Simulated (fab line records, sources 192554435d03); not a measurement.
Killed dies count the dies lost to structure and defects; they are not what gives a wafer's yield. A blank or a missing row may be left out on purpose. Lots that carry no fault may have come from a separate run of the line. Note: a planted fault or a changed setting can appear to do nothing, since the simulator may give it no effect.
Chamber matching / flow n5-finfet / 4 sister chambers for N5_HKMG_FIN_CMP_94 on cmp-03
The step polishes, stops on SiNx, t overpolish 4.7 s, target thk 43.299 nm. 4 wafers are shown with their chamber, then 7 later ones without.

EACH WAFER AND ITS CHAMBER
wafer=L083.1; chamber=3; motor-current-A (A)=11.1
wafer=L083.4; chamber=0; motor-current-A (A)=11.3
wafer=L083.5; chamber=1; motor-current-A (A)=13.2
wafer=L087.5; chamber=2; motor-current-A (A)=11.7

WAFERS WITHOUT THEIR CHAMBER
wafer=L087.6; motor-current-A (A)=11.9
wafer=L094.2; motor-current-A (A)=11.8
wafer=L094.3; motor-current-A (A)=11.9
wafer=L094.5; motor-current-A (A)=11.6
wafer=L091.3; motor-current-A (A)=12.1
wafer=L091.4; motor-current-A (A)=12.4
wafer=L091.5; motor-current-A (A)=12.3

EACH ONE'S CHAMBER
wafer=L087.6; from the rows above=can't be placed: 2 or 0 or 3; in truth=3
wafer=L094.2; from the rows above=can't be placed: 2 or 0 or 3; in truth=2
wafer=L094.3; from the rows above=can't be placed: 2 or 0 or 3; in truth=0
wafer=L094.5; from the rows above=can't be placed: 2 or 0 or 3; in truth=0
wafer=L091.3; from the rows above=can't be placed: 2 or 0 or 3 or 1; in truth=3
wafer=L091.4; from the rows above=can't be placed: 2 or 1 or 0 or 3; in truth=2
wafer=L091.5; from the rows above=can't be placed: 2 or 1 or 0 or 3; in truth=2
0 of 7 placed correctly. These rows do not allow placing 7 (true chamber among the candidates in 7). Wrongly placed: 0.
How it was worked out, from the rows above alone: a wafer's distance from a chamber is the root of the sum, over the readings, of the square of ((its reading less the chamber's mean) divided by the reading's scatter). The wafer belongs to the nearest chamber; if the next one is less than 2 further off, it can't be placed. For every chamber, the mean is computed from those of its wafers that are shown. The scatter (one wafer shown for each chamber): square how far every hidden wafer sits from the nearest shown wafer, average those squares and take the square root.
